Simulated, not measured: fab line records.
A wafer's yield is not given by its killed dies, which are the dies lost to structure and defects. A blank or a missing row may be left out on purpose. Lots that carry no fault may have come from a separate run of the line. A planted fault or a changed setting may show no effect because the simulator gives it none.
Which tool did it? :: flow n5_finfet :: Sampling: 11 lots, 33 wafers, 5 of 1938 route steps

WHAT THE GAUGES READ, wafer by wafer
The record holds no reading of a measuring or inspecting step that can be judged against a usual standard deviation.

WHAT TOOL EACH LOT RAN ON (gives the tool, then ch and the chambers of the sampled wafers, and finally the start)
lot: L632
N5_BEOL_M15_DEGAS_41: pvd_sputter-03, day 12 17:08
N5_BEOL_M15_SPUTTER_43: pvd_sputter-03, day 12 17:13
N5_BEOL_M15_SPUTTER_44: pvd_sputter-03, day 12 17:18
N5_BEOL_M15_CMP_49: cmp-03 ch 0,1,3, day 12 18:02
N5_BEOL_M15_DEP_53: pecvd-02 ch 0,1,2, day 12 18:24

lot: L633
N5_BEOL_M15_DEGAS_41: pvd_sputter-03, day 13 04:11
N5_BEOL_M15_SPUTTER_43: pvd_sputter-03, day 13 04:16
N5_BEOL_M15_SPUTTER_44: pvd_sputter-03, day 13 04:20
N5_BEOL_M15_CMP_49: cmp-01 ch 1,2,3, day 13 05:05
N5_BEOL_M15_DEP_53: pecvd-04 ch 0,1, day 13 05:26

lot: L635
N5_BEOL_M15_DEGAS_41: pvd_sputter-02, day 13 09:53
N5_BEOL_M15_SPUTTER_43: pvd_sputter-02, day 13 09:58
N5_BEOL_M15_SPUTTER_44: pvd_sputter-02, day 13 10:02
N5_BEOL_M15_CMP_49: cmp-03 ch 1,2,3, day 13 11:11
N5_BEOL_M15_DEP_53: pecvd-04 ch 0,1, day 13 11:31

lot: L634
N5_BEOL_M15_DEGAS_41: pvd_sputter-02, day 14 04:11
N5_BEOL_M15_SPUTTER_43: pvd_sputter-02, day 14 04:16
N5_BEOL_M15_SPUTTER_44: pvd_sputter-02, day 14 04:21
N5_BEOL_M15_CMP_49: cmp-01 ch 0,2,3, day 14 05:22
N5_BEOL_M15_DEP_53: pecvd-02 ch 0,1,2, day 14 05:41

lot: L637
N5_BEOL_M15_DEGAS_41: pvd_sputter-01, day 14 04:44
N5_BEOL_M15_SPUTTER_43: pvd_sputter-01, day 14 04:49
N5_BEOL_M15_SPUTTER_44: pvd_sputter-01, day 14 04:54
N5_BEOL_M15_CMP_49: cmp-03 ch 0,2,3, day 14 05:50
N5_BEOL_M15_DEP_53: pecvd-03 ch 0,1,2, day 14 06:10

lot: L639
N5_BEOL_M15_DEGAS_41: pvd_sputter-03, day 14 23:16
N5_BEOL_M15_SPUTTER_43: pvd_sputter-03, day 14 23:21
N5_BEOL_M15_SPUTTER_44: pvd_sputter-03, day 14 23:26
N5_BEOL_M15_CMP_49: cmp-02 ch 0,1, day 15 00:10
N5_BEOL_M15_DEP_53: pecvd-04 ch 0,1,2, day 15 00:31

lot: L640
N5_BEOL_M15_DEGAS_41: pvd_sputter-03, day 15 04:52
N5_BEOL_M15_SPUTTER_43: pvd_sputter-03, day 15 04:57
N5_BEOL_M15_SPUTTER_44: pvd_sputter-03, day 15 05:02
N5_BEOL_M15_CMP_49: cmp-01 ch 0,1,2, day 15 05:50
N5_BEOL_M15_DEP_53: pecvd-02 ch 0,1,2, day 15 06:12

lot: L641
N5_BEOL_M15_DEGAS_41: pvd_sputter-03, day 15 08:48
N5_BEOL_M15_SPUTTER_43: pvd_sputter-03, day 15 08:53
N5_BEOL_M15_SPUTTER_44: pvd_sputter-03, day 15 08:58
N5_BEOL_M15_CMP_49: cmp-02 ch 0,1,3, day 15 09:44
N5_BEOL_M15_DEP_53: pecvd-02 ch 1,2, day 15 10:03

lot: L643
N5_BEOL_M15_DEGAS_41: pvd_sputter-03, day 16 03:50
N5_BEOL_M15_SPUTTER_43: pvd_sputter-03, day 16 03:55
N5_BEOL_M15_SPUTTER_44: pvd_sputter-03, day 16 03:59
N5_BEOL_M15_CMP_49: cmp-02 ch 1,2,3, day 16 04:53
N5_BEOL_M15_DEP_53: pecvd-04 ch 0,1,2, day 16 05:14

lot: L646
N5_BEOL_M15_DEGAS_41: pvd_sputter-03, day 16 16:22
N5_BEOL_M15_SPUTTER_43: pvd_sputter-03, day 16 16:27
N5_BEOL_M15_SPUTTER_44: pvd_sputter-03, day 16 16:32
N5_BEOL_M15_CMP_49: cmp-01 ch 0,2, day 16 17:17
N5_BEOL_M15_DEP_53: pecvd-04 ch 1,2, day 16 17:38

lot: L650
N5_BEOL_M15_DEGAS_41: pvd_sputter-01, day 17 16:01
N5_BEOL_M15_SPUTTER_43: pvd_sputter-01, day 17 16:05
N5_BEOL_M15_SPUTTER_44: pvd_sputter-01, day 17 16:10
N5_BEOL_M15_CMP_49: cmp-02 ch 0,1,2, day 17 17:01
N5_BEOL_M15_DEP_53: pecvd-03 ch 0,2, day 17 17:17
- N5_BEOL_M15_DEGAS_41: time 60 s.
- N5_BEOL_M15_SPUTTER_43: material TaN, target thk 15 nm, time 24.19 s.
- N5_BEOL_M15_SPUTTER_44: material Ta, target thk 15 nm, time 24.19 s.
- N5_BEOL_M15_CMP_49: polishes, stops on SiO2, t overpolish 4.9 s, target thk 850 nm.
- N5_BEOL_M15_DEP_53: deposits SiCN from 3MS/NH3, target thk 50 nm, time 17.8 s.

WHAT THE TOOLS THEMSELVES READ (means of the sampled wafers that have a number; where no wafer has one, the mark that the record gives instead)
N5_BEOL_M15_DEGAS_41. Usual: heater_power_w 458 W, standard deviation 19.
lot: L632
tool: pvd_sputter-03
heater_power_w (W): 467
flag: 

lot: L633
tool: pvd_sputter-03
heater_power_w (W): 459
flag: 

lot: L635
tool: pvd_sputter-02
heater_power_w (W): 478
flag: 

lot: L634
tool: pvd_sputter-02
heater_power_w (W): 463
flag: 

lot: L637
tool: pvd_sputter-01
heater_power_w (W): 434
flag: 

lot: L639
tool: pvd_sputter-03
heater_power_w (W): 458
flag: 

lot: L640
tool: pvd_sputter-03
heater_power_w (W): 464
flag: 

lot: L641
tool: pvd_sputter-03
heater_power_w (W): 459
flag: 

lot: L643
tool: pvd_sputter-03
heater_power_w (W): 461
flag: 

lot: L646
tool: pvd_sputter-03
heater_power_w (W): 465
flag: 

lot: L650
tool: pvd_sputter-01
heater_power_w (W): 423
flag: 

N5_BEOL_M15_SPUTTER_43. Usual: cathode_dc_power_W 15000 W, standard deviation 2.5; throttle_valve_pct 30.6 %, standard deviation 1.1.
lot: L632
tool: pvd_sputter-03
cathode_dc_power_W (W): 15000
throttle_valve_pct (%): 31.1
flag: 

lot: L633
tool: pvd_sputter-03
cathode_dc_power_W (W): 15001
throttle_valve_pct (%): 31.2
flag: 

lot: L635
tool: pvd_sputter-02
cathode_dc_power_W (W): 15002
throttle_valve_pct (%): 29.8
flag: 

lot: L634
tool: pvd_sputter-02
cathode_dc_power_W (W): 15000
throttle_valve_pct (%): 29.6
flag: 

lot: L637
tool: pvd_sputter-01
cathode_dc_power_W (W): 14998
throttle_valve_pct (%): 30.4
flag: 

lot: L639
tool: pvd_sputter-03
cathode_dc_power_W (W): 14999
throttle_valve_pct (%): 29.5
flag: 

lot: L640
tool: pvd_sputter-03
cathode_dc_power_W (W): 15000
throttle_valve_pct (%): 31.4
flag: 

lot: L641
tool: pvd_sputter-03
cathode_dc_power_W (W): 14999
throttle_valve_pct (%): 29.4
flag: 

lot: L643
tool: pvd_sputter-03
cathode_dc_power_W (W): 14999
throttle_valve_pct (%): 31.4
flag: 

lot: L646
tool: pvd_sputter-03
cathode_dc_power_W (W): 15001
throttle_valve_pct (%): 31.1
flag: 

lot: L650
tool: pvd_sputter-01
cathode_dc_power_W (W): 14999
throttle_valve_pct (%): 30.3
flag: 

N5_BEOL_M15_SPUTTER_44. Usual: cathode_dc_power_W 15000 W, standard deviation 2.7; throttle_valve_pct 30.5 %, standard deviation 1.1.
lot: L632
tool: pvd_sputter-03
cathode_dc_power_W (W): 14999
throttle_valve_pct (%): 31.1
flag: 

lot: L633
tool: pvd_sputter-03
cathode_dc_power_W (W): 15000
throttle_valve_pct (%): 31.2
flag: 

lot: L635
tool: pvd_sputter-02
cathode_dc_power_W (W): 15000
throttle_valve_pct (%): 29.9
flag: 

lot: L634
tool: pvd_sputter-02
cathode_dc_power_W (W): 14998
throttle_valve_pct (%): 29.6
flag: 

lot: L637
tool: pvd_sputter-01
cathode_dc_power_W (W): 15000
throttle_valve_pct (%): 30.4
flag: 

lot: L639
tool: pvd_sputter-03
cathode_dc_power_W (W): 14999
throttle_valve_pct (%): 29.5
flag: 

lot: L640
tool: pvd_sputter-03
cathode_dc_power_W (W): 14997
throttle_valve_pct (%): 31.2
flag: 

lot: L641
tool: pvd_sputter-03
cathode_dc_power_W (W): 15002
throttle_valve_pct (%): 29.5
flag: 

lot: L643
tool: pvd_sputter-03
cathode_dc_power_W (W): 15004
throttle_valve_pct (%): 31.3
flag: 

lot: L646
tool: pvd_sputter-03
cathode_dc_power_W (W): 14998
throttle_valve_pct (%): 31.2
flag: 

lot: L650
tool: pvd_sputter-01
cathode_dc_power_W (W): 15000
throttle_valve_pct (%): 30.3
flag: 

N5_BEOL_M15_CMP_49. Usual: barrier_field_endpoint_s 11.37 s, standard deviation 0.22; clearing_platen_down_force_psi 2.000 psi, standard deviation 0.0034; clearing_platen_rpm 80.00 rpm, standard deviation 0.043; motor_current_A 8.1 A, standard deviation 0.59.
lot: L632
tool: cmp-03
barrier_field_endpoint_s (s): 11.51
clearing_platen_down_force_psi (psi): 1.997
clearing_platen_rpm (rpm): 80.05
motor_current_A (A): 7.4
flag: 

lot: L633
tool: cmp-01
barrier_field_endpoint_s (s): 11.40
clearing_platen_down_force_psi (psi): 2.002
clearing_platen_rpm (rpm): 79.98
motor_current_A (A): 8.6
flag: 

lot: L635
tool: cmp-03
barrier_field_endpoint_s (s): 11.56
clearing_platen_down_force_psi (psi): 1.999
clearing_platen_rpm (rpm): 80.01
motor_current_A (A): 7.9
flag: 

lot: L634
tool: cmp-01
barrier_field_endpoint_s (s): 11.21
clearing_platen_down_force_psi (psi): 2.000
clearing_platen_rpm (rpm): 80.02
motor_current_A (A): 8.1
flag: 

lot: L637
tool: cmp-03
barrier_field_endpoint_s (s): 11.18
clearing_platen_down_force_psi (psi): 2.002
clearing_platen_rpm (rpm): 80.03
motor_current_A (A): 8.2
flag: 

lot: L639
tool: cmp-02
barrier_field_endpoint_s (s): 11.49
clearing_platen_down_force_psi (psi): 1.997
clearing_platen_rpm (rpm): 79.98
motor_current_A (A): 7.9
flag: 

lot: L640
tool: cmp-01
barrier_field_endpoint_s (s): 11.35
clearing_platen_down_force_psi (psi): 1.997
clearing_platen_rpm (rpm): 79.95
motor_current_A (A): 8.3
flag: 

lot: L641
tool: cmp-02
barrier_field_endpoint_s (s): 11.40
clearing_platen_down_force_psi (psi): 2.003
clearing_platen_rpm (rpm): 80.02
motor_current_A (A): 8.0
flag: 

lot: L643
tool: cmp-02
barrier_field_endpoint_s (s): 11.74
clearing_platen_down_force_psi (psi): 1.998
clearing_platen_rpm (rpm): 80.01
motor_current_A (A): 7.8
flag: 

lot: L646
tool: cmp-01
barrier_field_endpoint_s (s): 10.89
clearing_platen_down_force_psi (psi): 2.000
clearing_platen_rpm (rpm): 79.99
motor_current_A (A): 7.8
flag: 

lot: L650
tool: cmp-02
barrier_field_endpoint_s (s): 11.37
clearing_platen_down_force_psi (psi): 1.997
clearing_platen_rpm (rpm): 79.96
motor_current_A (A): 7.9
flag: 

N5_BEOL_M15_DEP_53. Usual: showerhead_plenum_p_Torr 4.153 Torr, standard deviation 0.016; throttle_valve_pct 18.0 %, standard deviation 0.4.
lot: L632
tool: pecvd-02
showerhead_plenum_p_Torr (Torr): 4.157
throttle_valve_pct (%): 17.6
flag: 

lot: L633
tool: pecvd-04
showerhead_plenum_p_Torr (Torr): 4.151
throttle_valve_pct (%): 18.2
flag: 

lot: L635
tool: pecvd-04
showerhead_plenum_p_Torr (Torr): 4.156
throttle_valve_pct (%): 18.1
flag: 

lot: L634
tool: pecvd-02
showerhead_plenum_p_Torr (Torr): 4.156
throttle_valve_pct (%): 17.8
flag: 

lot: L637
tool: pecvd-03
showerhead_plenum_p_Torr (Torr): 4.152
throttle_valve_pct (%): 18.4
flag: 

lot: L639
tool: pecvd-04
showerhead_plenum_p_Torr (Torr): 4.142
throttle_valve_pct (%): 18.2
flag: 

lot: L640
tool: pecvd-02
showerhead_plenum_p_Torr (Torr): 4.158
throttle_valve_pct (%): 17.6
flag: 

lot: L641
tool: pecvd-02
showerhead_plenum_p_Torr (Torr): 4.166
throttle_valve_pct (%): 17.5
flag: 

lot: L643
tool: pecvd-04
showerhead_plenum_p_Torr (Torr): 4.148
throttle_valve_pct (%): 18.1
flag: 

lot: L646
tool: pecvd-04
showerhead_plenum_p_Torr (Torr): 4.133
throttle_valve_pct (%): 18.2
flag: 

lot: L650
tool: pecvd-03
showerhead_plenum_p_Torr (Torr): 4.165
throttle_valve_pct (%): 18.5
flag: 

THE ANSWER, worked out from the rows above alone
Rule: a lot counts as off when the mean over its wafers that have a number is more than 3 standard deviations away from the usual mean. A lot without any number at a reading at which 4 lots or more have one is off too. All remaining lots with rows at the step are treated as sound. After the gauges, taken in route order, come the tools' own readings; for these a lot's mean is taken, as printed above. At the first step where some lot is off, the reading lying furthest off is the one used; lots without a number count as furthest.
None of the lots is off at any reading shown; this tells nothing.

WHAT HAD BEEN PUT IN BY THE SIMULATOR
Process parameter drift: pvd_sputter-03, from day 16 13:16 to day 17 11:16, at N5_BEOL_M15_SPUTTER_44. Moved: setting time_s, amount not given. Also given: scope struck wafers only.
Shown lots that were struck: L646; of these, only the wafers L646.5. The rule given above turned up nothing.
